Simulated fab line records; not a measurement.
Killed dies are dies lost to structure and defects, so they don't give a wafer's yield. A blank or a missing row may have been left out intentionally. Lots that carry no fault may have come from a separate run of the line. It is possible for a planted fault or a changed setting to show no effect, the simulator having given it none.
fab line records + flow nand-harc
record:
- lots: 6
- wafers: 18
- last-day: 24
route steps=1159 shown A_ONON_D1@428 END@1159
lots untouched by any fault: they come from a run of this same line in which no faults occurred
start-h: hours from the record's opening day to when the first of the lot's shown wafers began + wait-h: hours from the lot's prior step to this one + " same as the row above + L1.1+2: a row that stands for several wafers + - no value present, or no start provided + * or withheld: withheld + < > ~ a bound
route shown NAME@n: NAME is a module with steps in the file, n the number in the route of the first one + usual: the fault-free wafers' mean and standard deviation + same: alike in all rows + chamber/n: place in a boat + sites: the reading at each site + _std_site: their standard deviation + _edge_site: outer sites' mean less inner sites' + radius-mm: for every site, how far away it sits from the centre of the wafer + mask NAME#n: copy n + behind: the tool/chamber that last shaped the wafer + hold: what put the lot on hold/how long, in hours/how the hold closed + device: the transistor (n, p or np) that didn't switch + end of line: tests run on the same wafers once the route is complete + a step without rows: its recipe alone + killed: at the first sort, the dies lost to defects and structure; wafer yield is something else + map: a wafer's dies, marking killed ones x, the rest . and places with no die _
set.NAME: the run value of the setting; set.NAME@STEP: its run value at that earlier step + model.NAME: the simulator's own value behind a step, which no gauge read
certain route steps with their lots: each step a table, each wafer a row
services: when a tool's chamber went out of use (start-h, in hours from the record's first day, below 0 if earlier), for how many hours, and the reason
== steps ==
step: NHARC_A_ONON_D1_DEP_06
recipe:
- target-thk-a: 10000
- n2-flow-sccm: 2750
- n2o-flow-sccm: 2000
- nh3-flow-sccm: 500
- sih4-flow-sccm: 210
- temp-c: 400
step: NHARC_A_ONON_D1_THK_MEAS_08
recipe:
- thk-meas-gauge: ellipsometry
usual:
- thk-nm: 1000/9.4
| lot.wafer | tool          | chamber | start-h | wait-h | thk-nm |
|-----------|---------------|---------|---------|--------|--------|
| L625.2    | film-metro-02 | -       | 183.42  | -      | 996    |
| L625.4    | "             | -       | "       | "      | 996    |
| L625.6    | "             | -       | "       | "      | 996    |
| L628.2    | film-metro-01 | -       | 200.12  | -      | 1005   |
| L628.3    | "             | -       | "       | "      | 1002   |
| L628.4    | "             | -       | "       | "      | 1003   |
| L635.1    | film-metro-02 | -       | 241.68  | -      | 1000   |
| L635.4    | "             | -       | "       | "      | 1001   |
| L635.6    | "             | -       | "       | "      | 1003   |
| L636.2    | film-metro-01 | -       | 251.99  | -      | 985    |
| L636.4    | "             | -       | "       | "      | 987    |
| L636.5    | "             | -       | "       | "      | 986    |
| L638.4    | film-metro-02 | -       | 262.19  | -      | 1008   |
| L638.5    | "             | -       | "       | "      | 1005   |
| L638.6    | "             | -       | "       | "      | 1007   |
| L642.2    | film-metro-02 | -       | 270.71  | -      | 1009   |
| L642.4    | "             | -       | "       | "      | 1009   |
| L642.6    | "             | -       | "       | "      | 1008   |
step: NHARC_A_ONON_D1_DEP_09
recipe:
- target-thk-a: 10000
- n2-flow-sccm: 2750
- n2o-flow-sccm: 2000
- nh3-flow-sccm: 500
- sih4-flow-sccm: 210
- temp-c: 400
step: NHARC_A_ONON_D1_THK_MEAS_11
recipe:
- thk-meas-gauge: ellipsometry
usual:
- thk-nm: 1000/8.5
| lot.wafer | tool          | chamber | start-h | wait-h | thk-nm |
|-----------|---------------|---------|---------|--------|--------|
| L625.2    | film-metro-01 | -       | 183.98  | -      | 994    |
| L625.4    | "             | -       | "       | "      | 996    |
| L625.6    | "             | -       | "       | "      | 995    |
| L628.2    | film-metro-01 | -       | 200.69  | -      | 994    |
| L628.3    | "             | -       | "       | "      | 994    |
| L628.4    | "             | -       | "       | "      | 993    |
| L635.1    | film-metro-01 | -       | 242.24  | -      | 1005   |
| L635.4    | "             | -       | "       | "      | 1004   |
| L635.6    | "             | -       | "       | "      | 1001   |
| L636.2    | film-metro-02 | -       | 252.60  | -      | 998    |
| L636.4    | "             | -       | "       | "      | 997    |
| L636.5    | "             | -       | "       | "      | 998    |
| L638.4    | film-metro-02 | -       | 262.76  | -      | 990    |
| L638.5    | "             | -       | "       | "      | 990    |
| L638.6    | "             | -       | "       | "      | 990    |
| L642.2    | film-metro-01 | -       | 271.27  | -      | 992    |
| L642.4    | "             | -       | "       | "      | 992    |
| L642.6    | "             | -       | "       | "      | 992    |
step: NHARC_A_ONON_D1_DEP_12
recipe:
- target-thk-a: 10000
- n2-flow-sccm: 2750
- n2o-flow-sccm: 2000
- nh3-flow-sccm: 500
- sih4-flow-sccm: 210
- temp-c: 400
step: NHARC_A_ONON_D1_THK_MEAS_14
recipe:
- thk-meas-gauge: ellipsometry
usual:
- thk-nm: 1001/9.6
| lot.wafer | tool          | chamber | start-h | wait-h | thk-nm |
|-----------|---------------|---------|---------|--------|--------|
| L625.2    | film-metro-02 | -       | 184.55  | -      | 1015   |
| L625.4    | "             | -       | "       | "      | 1014   |
| L625.6    | "             | -       | "       | "      | 1012   |
| L628.2    | film-metro-02 | -       | 201.26  | -      | 1012   |
| L628.3    | "             | -       | "       | "      | 1011   |
| L628.4    | "             | -       | "       | "      | 1010   |
| L635.1    | film-metro-01 | -       | 242.81  | -      | 992    |
| L635.4    | "             | -       | "       | "      | 991    |
| L635.6    | "             | -       | "       | "      | 993    |
| L636.2    | film-metro-01 | -       | 253.17  | -      | 1000   |
| L636.4    | "             | -       | "       | "      | 1002   |
| L636.5    | "             | -       | "       | "      | 1002   |
| L638.4    | film-metro-02 | -       | 263.33  | -      | 1001   |
| L638.5    | "             | -       | "       | "      | 999    |
| L638.6    | "             | -       | "       | "      | 1001   |
| L642.2    | film-metro-01 | -       | 271.84  | -      | 999    |
| L642.4    | "             | -       | "       | "      | 1000   |
| L642.6    | "             | -       | "       | "      | 998    |
step: NHARC_A_ONON_D1_ANNEAL_15
recipe:
- temp-c: 750
- time-s: 3600
step: NHARC_A_ONON_D1_DEP_16
recipe:
- target-thk-a: 10000
- n2-flow-sccm: 2750
- n2o-flow-sccm: 2000
- nh3-flow-sccm: 500
- sih4-flow-sccm: 210
- temp-c: 400
step: NHARC_A_ONON_D1_THK_MEAS_18
recipe:
- thk-meas-gauge: ellipsometry
usual:
- thk-nm: 997/10
| lot.wafer | tool          | chamber | start-h | wait-h | thk-nm |
|-----------|---------------|---------|---------|--------|--------|
| L625.2    | film-metro-01 | -       | 191.67  | -      | 997    |
| L625.4    | "             | -       | "       | "      | 998    |
| L625.6    | "             | -       | "       | "      | 998    |
| L628.2    | film-metro-02 | -       | 208.35  | -      | 999    |
| L628.3    | "             | -       | "       | "      | 997    |
| L628.4    | "             | -       | "       | "      | 999    |
| L635.1    | film-metro-02 | -       | 250.15  | -      | 1000   |
| L635.4    | "             | -       | "       | "      | 1001   |
| L635.6    | "             | -       | "       | "      | 1001   |
| L636.2    | film-metro-02 | -       | 260.16  | -      | 988    |
| L636.4    | "             | -       | "       | "      | 987    |
| L636.5    | "             | -       | "       | "      | 986    |
| L638.4    | film-metro-01 | -       | 270.51  | -      | 1011   |
| L638.5    | "             | -       | "       | "      | 1012   |
| L638.6    | "             | -       | "       | "      | 1011   |
| L642.2    | film-metro-02 | -       | 278.93  | -      | 997    |
| L642.4    | "             | -       | "       | "      | 993    |
| L642.6    | "             | -       | "       | "      | 994    |
step: NHARC_A_ONON_D1_DEP_19
recipe:
- target-thk-a: 10000
- n2-flow-sccm: 2750
- n2o-flow-sccm: 2000
- nh3-flow-sccm: 500
- sih4-flow-sccm: 210
- temp-c: 400
step: NHARC_A_ONON_D1_THK_MEAS_21
recipe:
- thk-meas-gauge: ellipsometry
usual:
- thk-nm: 998/11
| lot.wafer | tool          | chamber | start-h | wait-h | thk-nm |
|-----------|---------------|---------|---------|--------|--------|
| L625.2    | film-metro-01 | -       | 192.24  | -      | 1019   |
| L625.4    | "             | -       | "       | "      | 1018   |
| L625.6    | "             | -       | "       | "      | 1018   |
| L628.2    | film-metro-02 | -       | 208.95  | -      | 1001   |
| L628.3    | "             | -       | "       | "      | 1000   |
| L628.4    | "             | -       | "       | "      | 1002   |
| L635.1    | film-metro-02 | -       | 250.86  | -      | 999    |
| L635.4    | "             | -       | "       | "      | 998    |
| L635.6    | "             | -       | "       | "      | 999    |
| L636.2    | film-metro-01 | -       | 260.73  | -      | 992    |
| L636.4    | "             | -       | "       | "      | 994    |
| L636.5    | "             | -       | "       | "      | 995    |
| L638.4    | film-metro-02 | -       | 271.08  | -      | 993    |
| L638.5    | "             | -       | "       | "      | 991    |
| L638.6    | "             | -       | "       | "      | 989    |
| L642.2    | film-metro-01 | -       | 279.50  | -      | 996    |
| L642.4    | "             | -       | "       | "      | 997    |
| L642.6    | "             | -       | "       | "      | 996    |
step: NHARC_A_ONON_D1_DEP_22
recipe:
- target-thk-a: 10000
- n2-flow-sccm: 2750
- n2o-flow-sccm: 2000
- nh3-flow-sccm: 500
- sih4-flow-sccm: 210
- temp-c: 400
usual:
- n2o-flow-sccm: 2000/6
- susceptor-temp-C: 399.98/0.22
| lot.wafer | tool          | chamber | start-h | wait-h | n2o-flow-sccm | susceptor-temp-C |
|-----------|---------------|---------|---------|--------|---------------|------------------|
| L625.2    | pecvd-onon-04 | 0       | 192.35  | 0.1    | 1995          | 399.96           |
| L625.4    | "             | 0       | "       | "      | 2002          | 399.94           |
| L625.6    | "             | 0       | "       | "      | 1998          | 399.69           |
| L628.2    | pecvd-onon-01 | 0       | 209.06  | 0.1    | 2004          | 399.97           |
| L628.3    | "             | 0       | "       | "      | 1988          | 400.21           |
| L628.4    | "             | 0       | "       | "      | 2005          | 399.82           |
| L635.1    | pecvd-onon-01 | 0       | 251.04  | 0.2    | 1994          | 400.07           |
| L635.4    | "             | 0       | "       | "      | 1997          | 399.93           |
| L635.6    | "             | 0       | "       | "      | 1993          | 400.17           |
| L636.2    | pecvd-onon-01 | 0       | 260.94  | 0.2    | 1987          | 400.08           |
| L636.4    | "             | 0       | "       | "      | 1994          | 399.91           |
| L636.5    | "             | 0       | "       | "      | 1998          | 400.02           |
| L638.4    | pecvd-onon-04 | 0       | 271.31  | 0.2    | 1993          | 400.09           |
| L638.5    | "             | 0       | "       | "      | 2006          | 400.06           |
| L638.6    | "             | 0       | "       | "      | 1997          | 399.99           |
| L642.2    | pecvd-onon-04 | 0       | 279.61  | 0.1    | 2005          | 399.28           |
| L642.4    | "             | 0       | "       | "      | 1996          | 399.86           |
| L642.6    | "             | 0       | "       | "      | 2004          | 399.65           |
step: NHARC_A_ONON_D1_THK_MEAS_24
recipe:
- thk-meas-gauge: ellipsometry
usual:
- thk-nm: 1002/12
| lot.wafer | tool          | chamber | start-h | wait-h | thk-nm |
|-----------|---------------|---------|---------|--------|--------|
| L625.2    | film-metro-02 | -       | 192.80  | -      | 987    |
| L625.4    | "             | -       | "       | "      | 989    |
| L625.6    | "             | -       | "       | "      | 986    |
| L628.2    | film-metro-01 | -       | 209.54  | -      | 975    |
| L628.3    | "             | -       | "       | "      | 973    |
| L628.4    | "             | -       | "       | "      | 974    |
| L635.1    | film-metro-01 | -       | 251.55  | -      | 1000   |
| L635.4    | "             | -       | "       | "      | 673    |
| L635.6    | "             | -       | "       | "      | 1002   |
| L636.2    | film-metro-02 | -       | 261.39  | -      | 1002   |
| L636.4    | "             | -       | "       | "      | 678    |
| L636.5    | "             | -       | "       | "      | 676    |
| L638.4    | film-metro-01 | -       | 271.64  | -      | 996    |
| L638.5    | "             | -       | "       | "      | 995    |
| L638.6    | "             | -       | "       | "      | 994    |
| L642.2    | film-metro-02 | -       | 280.06  | -      | 994    |
| L642.4    | "             | -       | "       | "      | 990    |
| L642.6    | "             | -       | "       | "      | 993    |
step: NHARC_A_ONON_D1_DEP_25
recipe:
- target-thk-a: 10000
- n2-flow-sccm: 2750
- n2o-flow-sccm: 2000
- nh3-flow-sccm: 500
- sih4-flow-sccm: 210
- temp-c: 400
step: NHARC_END_SORT_01
recipe:
- temp-c: 25
usual:
- killed-at-array: 29/11
- killed-at-other: 0.6/0.92
- killed-at-periphery: 3.2/2
- killed-dies: 33/11
- killed-open: 3.2/2
- killed-short: 1.9/1.5
same:
- gross-dies: 677
| lot.wafer | tool      | chamber | start-h | wait-h | killed-at-array | killed-at-other | killed-at-periphery | killed-dies | killed-open | killed-short |
|-----------|-----------|---------|---------|--------|-----------------|-----------------|---------------------|-------------|-------------|--------------|
| L635.4    | prober-01 | 0       | 513.19  | 3.4    | 674             | 0               | 3                   | 677         | 2           | 2            |
| L636.2    | prober-01 | 0       | 527.90  | 2.8    | 19              | 0               | 1                   | 20          | 1           | 2            |
| L636.4    | prober-01 | 0       | 529.50  | 3.4    | 674             | 0               | 3                   | 677         | 2           | 1            |
| L636.5    | prober-01 | 0       | 530.30  | 3.7    | 673             | 0               | 4                   | 677         | 3           | 2            |
killed by level:class
L635.4 A_ONON_D1:area-dep=628 A_CHANNEL_HOLE_D1:chamber-film-flake=26 A_SLIT:chamber-film-flake=12 A_M0:geometric-particle:open=2 P_ZERO_WELL:chamber-film-flake=2 A_STAIRCASE:chamber-film-flake=2 A_WL_FILL:chamber-film-flake=2 P_STI:geometric-particle:short=1
L636.2 A_CHANNEL_HOLE_D1:chamber-film-flake=9 A_CONTACT:chamber-film-flake=3 A_STAIRCASE:chamber-film-flake=2 A_WL_FILL:chamber-film-flake=2 A_ONON_D1:geometric-particle:short=1 A_WL_FILL:geometric-particle:short=1 A_CONTACT:geometric-particle:open=1 P_GATE:chamber-film-flake=1
L636.4 A_ONON_D1:area-dep=666 A_CHANNEL_HOLE_D1:chamber-film-flake=4 A_CONTACT:chamber-film-flake=2 P_STI:geometric-particle:open=1 P_M1:geometric-particle:short=1 A_CHANNEL_FILL_D1:geometric-particle:open=1 P_GATE:chamber-film-flake=1 A_STAIRCASE:chamber-film-flake=1
L636.5 A_ONON_D1:area-dep=659 A_CHANNEL_HOLE_D1:chamber-film-flake=4 A_STAIRCASE:chamber-film-flake=3 A_WL_FILL:geometric-particle:open=2 P_GATE:chamber-film-flake=2 P_STI:geometric-particle:short=1 A_CHANNEL_FILL_D1:geometric-particle:open=1 A_WL_FILL:geometric-particle:short=1
map L635.4 (x killed, . not)
____________x____________
_________xxxxxxx_________
_______xxxxxxxxxxx_______
______xxxxxxxxxxxxx______
_____xxxxxxxxxxxxxxx_____
____xxxxxxxxxxxxxxxxx____
____xxxxxxxxxxxxxxxxx____
___xxxxxxxxxxxxxxxxxxx___
___xxxxxxxxxxxxxxxxxxx___
__xxxxxxxxxxxxxxxxxxxxx__
__xxxxxxxxxxxxxxxxxxxxx__
_xxxxxxxxxxxxxxxxxxxxxxx_
_xxxxxxxxxxxxxxxxxxxxxxx_
_xxxxxxxxxxxxxxxxxxxxxxx_
_xxxxxxxxxxxxxxxxxxxxxxx_
_xxxxxxxxxxxxxxxxxxxxxxx_
xxxxxxxxxxxxxxxxxxxxxxxxx
xxxxxxxxxxxxxxxxxxxxxxxxx
xxxxxxxxxxxxxxxxxxxxxxxxx
xxxxxxxxxxxxxxxxxxxxxxxxx
xxxxxxxxxxxxxxxxxxxxxxxxx
_xxxxxxxxxxxxxxxxxxxxxxx_
_xxxxxxxxxxxxxxxxxxxxxxx_
_xxxxxxxxxxxxxxxxxxxxxxx_
_xxxxxxxxxxxxxxxxxxxxxxx_
_xxxxxxxxxxxxxxxxxxxxxxx_
__xxxxxxxxxxxxxxxxxxxxx__
__xxxxxxxxxxxxxxxxxxxxx__
___xxxxxxxxxxxxxxxxxxx___
___xxxxxxxxxxxxxxxxxxx___
____xxxxxxxxxxxxxxxxx____
____xxxxxxxxxxxxxxxxx____
_____xxxxxxxxxxxxxxx_____
______xxxxxxxxxxxxx______
_______xxxxxxxxxxx_______
_________xxxxxxx_________
____________x____________
map L636.4 (x killed, . not)
____________x____________
_________xxxxxxx_________
_______xxxxxxxxxxx_______
______xxxxxxxxxxxxx______
_____xxxxxxxxxxxxxxx_____
____xxxxxxxxxxxxxxxxx____
____xxxxxxxxxxxxxxxxx____
___xxxxxxxxxxxxxxxxxxx___
___xxxxxxxxxxxxxxxxxxx___
__xxxxxxxxxxxxxxxxxxxxx__
__xxxxxxxxxxxxxxxxxxxxx__
_xxxxxxxxxxxxxxxxxxxxxxx_
_xxxxxxxxxxxxxxxxxxxxxxx_
_xxxxxxxxxxxxxxxxxxxxxxx_
_xxxxxxxxxxxxxxxxxxxxxxx_
_xxxxxxxxxxxxxxxxxxxxxxx_
xxxxxxxxxxxxxxxxxxxxxxxxx
xxxxxxxxxxxxxxxxxxxxxxxxx
xxxxxxxxxxxxxxxxxxxxxxxxx
xxxxxxxxxxxxxxxxxxxxxxxxx
xxxxxxxxxxxxxxxxxxxxxxxxx
_xxxxxxxxxxxxxxxxxxxxxxx_
_xxxxxxxxxxxxxxxxxxxxxxx_
_xxxxxxxxxxxxxxxxxxxxxxx_
_xxxxxxxxxxxxxxxxxxxxxxx_
_xxxxxxxxxxxxxxxxxxxxxxx_
__xxxxxxxxxxxxxxxxxxxxx__
__xxxxxxxxxxxxxxxxxxxxx__
___xxxxxxxxxxxxxxxxxxx___
___xxxxxxxxxxxxxxxxxxx___
____xxxxxxxxxxxxxxxxx____
____xxxxxxxxxxxxxxxxx____
_____xxxxxxxxxxxxxxx_____
______xxxxxxxxxxxxx______
_______xxxxxxxxxxx_______
_________xxxxxxx_________
____________x____________
== services ==
| tool          | chamber | start-h | hours | kind |
|---------------|---------|---------|-------|------|
| pecvd-onon-01 | -       | 195.16  | 13.0  | pm   |
| pecvd-onon-04 | -       | 237.00  | 13.0  | pm   |
== key ==
first-sign:
- step: NHARC_A_ONON_D1_THK_MEAS_24
- reading: thk-nm
- direction: down
- sigmas: 28
- usual: 1002
- struck: 676
effect:
- step: NHARC_END_SORT_01
- reading: killed-at-array
- direction: up
- sigmas: 61
- usual: 29
- struck: 674
more-kills-born-at:
- NHARC_A_ONON_D1_DEP_22@pecvd-onon-01: 1953
met-at NHARC_A_ONON_D1_DEP_22
struck-wafers L635.4,L636.4,L636.5
later-rows-left-out L635.4,L636.4,L636.5
tester-left-out L635,L636
onset-between 209.06 251.04
fault:
- kind: process-parameter-drift
- tool: pecvd-onon-01
- chamber: -
- onset-h: 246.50
- steps: NHARC_A_ONON_D1_DEP_22
- channel: target-thk-a
- offset: *
- shape: step
- end-h: 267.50
- scope: struck-wafers-only
- acts-in: *
- stated: *
tester-left-out: of these lots the tester's yield and bins aren't shown, on N5 and GAA mostly nor the transistor test; their killed dies are dies lost to structure and defects alone, not to doping, threshold or leakage, so they don't give the yield
later-rows-left-out: the simulator's readings of these wafers behind a module that went badly wrong aren't trusted and aren't shown, but for the sort
